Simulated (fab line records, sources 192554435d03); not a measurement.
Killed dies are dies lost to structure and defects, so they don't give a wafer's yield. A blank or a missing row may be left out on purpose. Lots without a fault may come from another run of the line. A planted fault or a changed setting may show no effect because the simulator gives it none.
fab line records | flow n5_finfet
record lots=5 wafers=15 last_day=19
route steps=1938 shown BEOL_M12@1637
lots that met no fault: from a run of the same line without faults
start_h: hours from the record's first day to the start of the lot's first wafer shown | wait_h: hours since the lot's step before | " the same as in the row above | L1.1+2: a row that stands for several wafers | - no value, or no start given | * or withheld: withheld | < > ~ a bound
route shown NAME@n: a module of which the file shows steps, and the number in the route of the first | usual: mean/standard deviation of fault-free wafers | same: alike in all rows | chamber/n: place in a boat | sites: the reading at each site | _std_site: their standard deviation | _edge_site: outer sites' mean less inner sites' | radius_mm: how far each site lies from the wafer's centre | mask NAME#n: copy n | behind: the tool/chamber that last shaped the wafer | hold: why the lot was held/for how many hours/how that ended | device: the transistor (n, p or np) that didn't switch | end of line: the same wafers' tests at the end of the route | a step without rows: its recipe alone | killed: dies lost to structure and defects at the first sort, not the wafer's yield | map: a wafer's dies, x killed, . not, _ none there
set.NAME: the setting as run; set.NAME@STEP: as run at that earlier step | model.NAME: the simulator's own value behind a step, which no gauge read
lots at some steps of the route; a table a step, a row a wafer
services: from which hour (start_h, from the record's first day; less than 0 if before it) a tool's chamber was out of use, for how many hours, and why
## steps
# step N5_BEOL_M12_ETCH_68
# recipe chemistry=N2/H2 target=SOC mask_material=SiARC source_w=3000 bias_w=350 temp_c=40 time_s=285 ion_energy_ev=200 pressure_mtorr=30 n2_flow_sccm=200 h2_flow_sccm=200
# usual drypump_motor_current_A=5.9/0.41 oes_product_au=0.76/0.077 rf_fwd_power_W=2993/8.2 rf_vpp_V=523.5/2 showerhead_plenum_p_Torr=2.53/0.069 temp_c=40.00/0.11 throttle_valve_pct=17.78/0.18
# columns lot.wafer tool chamber start_h wait_h drypump_motor_current_A oes_product_au rf_fwd_power_W rf_hours_counter_h rf_vpp_V showerhead_plenum_p_Torr temp_c throttle_valve_pct
L272.3 rie_diel-03 3 260.44 0.1 6.3 0.82 2994 105 522.0 2.45 40.23 17.39
L272.4 " 0 " " 6.1 0.69 3000 201 523.4 2.49 39.78 17.91
L272.5 " 2 " " 5.4 0.69 2989 - 524.1 2.54 40.04 17.78
L274.3 rie_diel-06 2 262.02 0.1 5.4 0.71 2985 223 522.7 2.52 40.07 17.78
L274.4 " 0 " " 5.7 0.76 2993 151 526.9 2.63 40.06 17.64
L274.5 " 3 " " 5.3 0.80 2993 - 524.8 2.57 39.90 17.70
L284.1 rie_diel-01 3 318.26 0.1 6.1 0.92 2994 15 523.3 2.49 39.95 17.75
L284.4 " 2 " " 6.2 0.82 2997 82 524.4 2.57 40.18 17.87
L284.5 " 2 " " 6.2 0.82 2979 - 524.7 2.57 40.07 17.87
L289.2 rie_diel-03 0 352.03 0.1 6.1 0.66 2992 233 522.2 2.47 40.05 17.97
L289.3 " 2 " " 5.4 0.68 3003 237 522.6 2.53 40.12 17.82
L289.6 " 3 " " 6.3 0.79 2982 - 520.9 2.44 39.93 17.44
L292.1 rie_diel-01 2 408.54 0.1 6.2 0.80 2987 117 525.0 2.56 39.82 17.92
L292.2 " 0 " " 6.5 0.73 3000 218 526.5 2.61 40.07 18.00
L292.6 " 0 " " 6.5 0.72 2999 - 526.4 2.61 40.05 18.01
# step N5_BEOL_M12_STRIP_69
# recipe chemistry=N2/H2 temp_c=40 n2_flow_sccm=200 h2_flow_sccm=200 rf_frequency_hz=6e+07
# step N5_BEOL_M12_TRENCH_ETCH_34
# recipe chemistry=C4F8/O2/Ar target=SiOC target_depth_a=3189.5 mask_material=SOC pressure_mtorr=30 source_w=3000 bias_w=700 Ar_flow_sccm=400 C4F8_flow_sccm=15 O2_flow_sccm=8 he_inner_torr=15 he_outer_torr=30 time_s=125.5 ion_energy_ev=250
# usual drypump_motor_current_A=5.9/0.41 oes_product_au=0.77/0.077 rf_fwd_power_W=2989/9.2 rf_vpp_V=664.9/2.4 showerhead_plenum_p_Torr=3.41/0.083 throttle_valve_pct=24.27/0.29
# columns lot.wafer tool chamber start_h wait_h drypump_motor_current_A oes_product_au rf_fwd_power_W rf_hours_counter_h rf_vpp_V showerhead_plenum_p_Torr throttle_valve_pct
L272.3 rie_diel-03 3 260.63 0.0 6.3 0.82 2989 105 661.8 3.30 23.76
L272.4 " 0 " " 6.1 0.69 2988 201 665.4 3.42 24.72
L272.5 " 2 " " 5.4 0.69 2975 - 664.5 3.37 23.90
L274.3 rie_diel-06 2 262.20 0.0 5.4 0.72 2998 223 664.3 3.37 24.06
L274.4 " 0 " " 5.8 0.77 2983 151 668.6 3.56 24.28
L274.5 " 3 " " 5.3 0.81 2977 - 666.7 3.50 24.44
L284.1 rie_diel-01 3 318.44 0.0 6.2 0.91 2980 15 661.3 3.35 24.23
L284.4 " 2 " " 6.2 0.83 2990 82 667.2 3.46 24.39
L284.5 " 2 " " 6.2 0.83 2985 - 666.9 3.46 24.42
L289.2 rie_diel-03 0 352.21 0.0 6.1 0.67 2977 233 662.1 3.41 24.77
L289.3 " 2 " " 5.4 0.68 2994 237 664.1 3.35 23.94
L289.6 " 3 " " 6.3 0.80 2972 - 661.5 3.29 23.82
L292.1 rie_diel-01 2 408.72 0.0 6.2 0.80 3007 117 666.0 3.44 24.46
L292.2 " 0 " " 6.5 0.72 3001 218 666.3 3.49 24.32
L292.6 " 0 " " 6.4 0.72 3002 - 668.9 3.49 24.30
# step N5_BEOL_M12_STRIP_70
# recipe chemistry=C4F8/O2/Ar resist=SiARC rf_frequency_hz=6e+07
# step N5_BEOL_M12_OCD_MEAS_35
# usual trench_depth_nm=319/6.7
# columns lot.wafer tool chamber start_h wait_h trench_depth_nm
L272.3 ocd-02 - 260.78 0.0 328
L272.4 " - " " 316
L272.5 " - " " 313
L274.3 ocd-02 - 262.36 0.0 314
L274.4 " - " " 328
L274.5 " - " " 319
L284.1 ocd-01 - 318.59 0.0 321
L284.4 " - " " 318
L284.5 " - " " 320
L289.2 ocd-02 - 352.37 0.0 315
L289.3 " - " " 315
L289.6 " - " " 329
L292.1 ocd-01 - 408.87 0.0 322
L292.2 " - " " 318
L292.6 " - " " 317
# step N5_BEOL_M12_STRIP_37
# recipe chemistry=N2/H2 power_w=1000 temp_c=250 h2_frac=0.65 overash_fraction=0.3 pressure_mtorr=withheld n2_flow_sccm=1750 h2_flow_sccm=3250
# step N5_BEOL_M12_ETCH_38
# recipe chemistry=CF4/N2 target=SiCN target_depth_a=687 taper_deg=2 time_s=73.4 ion_energy_ev=150 mask_material=SiO2 pressure_mtorr=40 source_w=430 bias_w=70 Ar_flow_sccm=100 cf4_flow_sccm=60 n2_flow_sccm=60
# step N5_BEOL_M12_PRECLEAN_39
# recipe chemistry=residue_remover time_s=60 temp_c=40
# step N5_BEOL_M12_SRD_40
# recipe time_s=30 temp_c=23 rinse_liquid=diw dry=n2_spin spin_rpm=1500 dry_time_s=30
# step N5_BEOL_M12_DEGAS_41
# recipe ambient=vacuum temp_c=250 time_s=60
# usual heater_power_w=343/47
# columns lot.wafer tool chamber start_h wait_h heater_power_w
L272.3 pvd_sputter-01 - 265.19 0.8 305
L272.4 " - " " 351
L272.5 " - " " 300
L274.3 pvd_sputter-01 - 266.45 0.8 351
L274.4 " - " " 438
L274.5 " - " " 339
L284.1 pvd_sputter-01 - 320.40 0.3 354
L284.4 " - " " 451
L284.5 " - " " 350
L289.2 pvd_sputter-02 - 358.13 0.3 285
L289.3 " - " " 396
L289.6 " - " " 361
L292.1 pvd_sputter-03 - 412.01 2.7 312
L292.2 " - " " 320
L292.6 " - " " 315
# step N5_BEOL_M12_PRE_CLEAN_42
# recipe gas=H2/He time_s=30 temp_c=250
# step N5_BEOL_M12_SPUTTER_43
# recipe material=TaN target_thk_a=150 temp_c=50 bias_v=168.6 power_w=15000 chamber_pressure_pa=0.12 time_s=24.19
# usual throttle_valve_pct=30.3/1
# columns lot.wafer tool chamber start_h wait_h throttle_valve_pct
L272.3 pvd_sputter-01 - 265.27 0.0 28.3
L272.4 " - " " 29.8
L272.5 " - " " 28.4
L274.3 pvd_sputter-01 - 266.53 0.0 30.6
L274.4 " - " " 30.2
L274.5 " - " " 29.2
L284.1 pvd_sputter-01 - 320.48 0.0 30.5
L284.4 " - " " 30.1
L284.5 " - " " 29.7
L289.2 pvd_sputter-02 - 358.21 0.0 29.8
L289.3 " - " " 30.6
L289.6 " - " " 29.8
L292.1 pvd_sputter-03 - 412.09 0.0 31.9
L292.2 " - " " 31.3
L292.6 " - " " 31.9
# step N5_BEOL_M12_SPUTTER_44
# recipe material=Ta target_thk_a=100 temp_c=50 bias_v=80 power_w=15000 chamber_pressure_pa=0.07 time_s=16.13
# usual throttle_valve_pct=30.3/1
# columns lot.wafer tool chamber start_h wait_h throttle_valve_pct model.Ta_of_BEOL_M12_SPUTTER_44.thk_nm
L272.3 pvd_sputter-01 - 265.35 0.0 28.3 10
L272.4 " - " " 29.6 10
L272.5 " - " " 28.5 10
L274.3 pvd_sputter-01 - 266.61 0.0 30.5 9.8
L274.4 " - " " 30.4 9.8
L274.5 " - " " 29.5 10
L284.1 pvd_sputter-01 - 320.56 0.0 30.7 9.8
L284.4 " - " " 30.3 8
L284.5 " - " " 29.2 8.2
L289.2 pvd_sputter-02 - 358.29 0.0 29.7 10.4
L289.3 " - " " 30.8 10.4
L289.6 " - " " 29.6 10.2
L292.1 pvd_sputter-03 - 412.17 0.0 32.2 10.4
L292.2 " - " " 31.1 10.2
L292.6 " - " " 32.1 10.4
# step N5_BEOL_M12_SPUTTER_45
# recipe material=Cu target_thk_a=800 temp_c=-20 bias_v=60 power_w=26000 chamber_pressure_pa=0.13 time_s=13.33
# usual throttle_valve_pct=30.3/1
# columns lot.wafer tool chamber start_h wait_h throttle_valve_pct
L272.3 pvd_sputter-01 - 265.43 0.0 28.2
L272.4 " - " " 29.6
L272.5 " - " " 28.8
L274.3 pvd_sputter-01 - 266.69 0.0 30.4
L274.4 " - " " 30.2
L274.5 " - " " 29.8
L284.1 pvd_sputter-01 - 320.64 0.0 30.5
L284.4 " - " " 30.2
L284.5 " - " " 29.5
L289.2 pvd_sputter-02 - 358.37 0.0 29.7
L289.3 " - " " 30.5
L289.6 " - " " 29.8
L292.1 pvd_sputter-03 - 412.25 0.0 31.7
L292.2 " - " " 31.2
L292.6 " - " " 32.1
## services
# columns tool chamber start_h hours kind
rie_diel-01 3 255.63 - clean
rie_diel-01 3 255.63 - consumable_replace:focus_ring
rie_diel-01 3 255.63 20.5 scheduled_down
rie_diel-01 3 255.63 20.5 vent_cycle
rie_diel-06 3 307.81 6.7 repair
rie_diel-01 3 330.01 15.9 repair
rie_diel-06 2 338.04 - clean
rie_diel-06 2 338.04 - consumable_replace:focus_ring
rie_diel-06 2 338.04 18.1 scheduled_down
rie_diel-06 2 338.04 18.1 vent_cycle
rie_diel-01 0 343.02 22.2 repair
pvd_sputter-01 - 354.49 2.5 repair
rie_diel-06 2 359.48 33.0 repair
rie_diel-03 2 395.26 - clean
rie_diel-03 2 395.26 - consumable_replace:focus_ring
rie_diel-03 2 395.26 34.9 scheduled_down
rie_diel-03 2 395.26 34.9 vent_cycle
rie_diel-01 1 397.74 - clean
rie_diel-01 1 397.74 - consumable_replace:focus_ring
rie_diel-01 1 397.74 12.6 scheduled_down
rie_diel-01 1 397.74 12.6 vent_cycle
rie_diel-01 3 402.61 1.9 repair
rie_diel-06 3 402.89 5.8 repair
rie_diel-06 2 409.65 23.8 repair
## key
first_sign none at tools or gauges
model_effect step=N5_BEOL_M12_SPUTTER_44 value=Ta_of_BEOL_M12_SPUTTER_44.thk_nm without=9.7 struck=8.1
met_at N5_BEOL_M12_SPUTTER_44
struck_wafers L284.4,L284.5
onset_between 266.61 320.56
fault kind=process_parameter_drift tool=pvd_sputter-01 chamber=- onset_h=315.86 steps=N5_BEOL_M12_SPUTTER_44 channel=time_s offset=* shape=step end_h=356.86 scope=struck_wafers_only acts_in=* stated=*
